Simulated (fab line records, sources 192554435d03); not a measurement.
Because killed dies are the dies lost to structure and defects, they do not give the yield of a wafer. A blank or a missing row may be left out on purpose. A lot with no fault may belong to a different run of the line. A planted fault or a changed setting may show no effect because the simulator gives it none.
Comparing a struck lot with a sound one	flow n5-finfet	36 steps out of a route of 1938
Sound: the wafers L114.2, L114.3, L114.6. Wafers struck: L125.1, L125.4, L125.6. Last of all comes the cause.
For every step that has rows: the tool of each side, followed by ch and its chambers, followed by its first start. Under that, the readings that differ: sound wafers	struck wafers	difference of the means	sigmas: that difference in standard deviations of wafers without a fault.
alike: a reading whose means differ by less than 2 such deviations, as well as words and numbers matching on both sides. not compared: withheld readings; readings where some wafer has no value; bounds like >300 that might hide an equal value; numbers whose values overlap and for which the record gives no deviation.
The two part at a step that has a row with sigmas, a row that says differs or no value, or rows on one side only. When numbers do not overlap yet have no deviation, they are printed without sigmas and do not part them. Lack of a reading on every wafer of one side parts them only where that side has two or more wafers.

first, 1 step without rows for these wafers: N5_BEOL_M5_ANNEAL_49 (time 1800 s).
N5_BEOL_M5_SPUTTER_81: material Cu, target thk 15 nm, time 27.62 s.
  struck on pvd-sputter-01, day 14 02:26; sound on pvd-sputter-02, day 10 10:38
  alike: chamber-pressure-pa, throttle-valve-pct
then, 7 steps without rows for these wafers: N5_BEOL_M5_ANNEAL_82 (time 1800 s); N5_BEOL_M5_SPUTTER_83 (material Cu, target thk 15 nm, time 27.62 s); N5_BEOL_M5_ANNEAL_84 (time 1800 s); N5_BEOL_M5_SPUTTER_88 (material Cu, target thk 15 nm, time 27.62 s); N5_BEOL_M5_ANNEAL_89 (time 1800 s); N5_BEOL_M5_SPUTTER_90 (material Cu, target thk 4.5 nm, time 8.29 s); N5_BEOL_M5_ECD_50 (material Cu, target thk 300 nm).
N5_BEOL_M5_ANNEAL_51: time 90 s.
  sound on rtp-anneal-01 ch 0, day 10 14:09; struck on rtp-anneal-01 ch 0, day 14 05:55
  alike: anneal-temp-c, anneal-temp-c-max, wafer_temp_C_max
then, 1 step without rows for these wafers: N5_BEOL_M5_CMP_52 (polishes, stops on SiCOH lowk, t overpolish 6.9 s, target thk 62 nm).
N5_BEOL_M5_THK_MEAS_53: measures by xrf.
  struck on film-metro-02, day 14 07:00; sound on film-metro-02, day 10 14:42
  alike: M5_THK
N5_BEOL_M5_PRE_CLEAN_77: time 15 s.
  sound on cvd-co-02 ch 0,2, day 10 14:44; struck on cvd-co-01 ch 0,1, day 14 07:17
  alike: heater-power-outer-w, heater-power-w
then, 2 steps without rows for these wafers: N5_BEOL_M5_CO_CAP_78 (material Co, precursor CCTBA/H2, target thk 2 nm, time 102.1 s); N5_BEOL_M5_PRE_CLEAN_55 (time 15 s).
N5_BEOL_M5_DEP_56: deposits SiCN from 3MS/NH3, target thk 8 nm, time 14 s.
  sound on pecvd-02 ch 0,1, day 10 14:54; struck on pecvd-01 ch 0,1, day 14 07:27
  alike: showerhead-plenum-p-Torr, throttle-valve-pct
N5_BEOL_M5_RS_MEAS_57: a four-point-probe measurement.
  struck on film-metro-02, day 14 07:31; sound on film-metro-02, day 10 14:59
  alike: M5_RS
N5_BEOL_M5_INSPECT_58: inspects for defects (darkfield).
  struck on defect-inspect-01, day 14 07:32; sound on defect-inspect-01, day 10 15:01
reading	sound	struck	difference	sigmas
raw-defect-count	88 109 90	749 721 768	+650	+28
then, 1 step without rows for these wafers: N5_BEOL_M6_ILD_DEP_00 (deposits SiCOH lowk from DEMS/porogen, target thk 179.75 nm, time 33.4 s).
N5_BEOL_M6_CURE_74: cures SiCOH lowk, time 240 s.
  sound on uv-cure-01 ch 2, day 10 15:16; struck on uv-cure-03 ch 2, day 14 07:38
  alike: lamp-power-pct, wafer_temp_C_max
N5_BEOL_M6_THK_MEAS_01:
  struck on film-metro-01, day 14 08:38; sound on film-metro-01, day 10 16:07
  alike: M6_ILD_THK
then, 1 step without rows for these wafers: N5_BEOL_M6_PECVD_70 (deposits SiO2 from TEOS/O2, target thk 20 nm, time 22.7 s).
N5_BEOL_M6_HM_DEP_02: deposits TiN, target thk 20 nm.
  struck on pvd-sputter-03, day 14 09:53; sound on pvd-sputter-02, day 10 16:35
  alike: chamber-pressure-pa, throttle-valve-pct
then, 8 steps without rows for these wafers: N5_BEOL_M6_COAT_59 (time 60 s, resist thk 100 nm); N5_BEOL_M6_COAT_60 (time 60 s, resist thk 35 nm); N5_BEOL_M6_COAT_05 (resist thk 90 nm); N5_BEOL_M6_EBR_07; N5_BEOL_M6_SOFTBAKE_06 (time 60 s); N5_BEOL_M6_EXPOSE_08 (exposes mask M6); N5_BEOL_M6_PEB_09 (peb time 60 s); N5_BEOL_M6_DEVELOP_10 (develop time 30 s).
N5_BEOL_M6_CD_MEAS_11 targets a cd of 38.5 nm.
  sound on cd-sem-01 ch 0, day 10 17:05; struck on cd-sem-01 ch 0, day 14 10:23
  alike: cd-nm
N5_BEOL_M6_OVL_MEAS_12:
  sound on overlay-01 ch 0, day 10 17:07; struck on overlay-02 ch 0, day 14 10:25
  alike: M6_OVL
N5_BEOL_M6_INSPECT_13: inspects for defects (brightfield).
  struck on defect-inspect-01, day 14 10:26; sound on defect-inspect-02, day 10 17:08
reading	sound	struck	difference	sigmas
raw-defect-count	406 536 405	1089 1197 1294	+744	+7
then, 1 step without rows for these wafers: N5_BEOL_M6_DESCUM_16 (chemistry O2, time 7.9 s).
-- the record jumps here: 4 days lie between the struck wafers' starts before and after (it left off in module BEOL_M6 and takes up again in module PASSIVATION, whose first step shown is number 1936 of the route) --
N5_PASSIVATION_PROBE_49:
  struck on prober-01, day 18 08:36; sound on prober-01, day 14 03:43
reading	sound	struck	difference	sigmas
defect-limited-yield (%)	90.0 89.8 92.0	81.6 82.2 85.9	-7.4	-5
killed_at_M4_up	9 28 14	132 120 78	+93	+17
killed-dies	118 120 94	217 210 166	+87	+5
killed-on-rim	26 13 6	26 33 31	+15	+3
sort_bin_5_function (%)	5.7 6.0 5.2	11.2 10.7 8.7	+4.6	+5
sort-n-pass	1062 1060 1086	963 970 1014	-87	-5
sort-yield-pct (%)	90.0 89.8 92.0	81.6 82.2 85.9	-7.4	-5
  alike: killed_at_M0_to_M3, killed-at-contacts, killed-at-front-end, killed-at-other, killed-open, killed-short, sort_bin_4_leakage, sort_bin_6_memory

## WHERE THEY PART
At N5_BEOL_M5_INSPECT_58 first; at N5_PASSIVATION_PROBE_49 last (within this record only).

WHY: what had been put in by the simulator
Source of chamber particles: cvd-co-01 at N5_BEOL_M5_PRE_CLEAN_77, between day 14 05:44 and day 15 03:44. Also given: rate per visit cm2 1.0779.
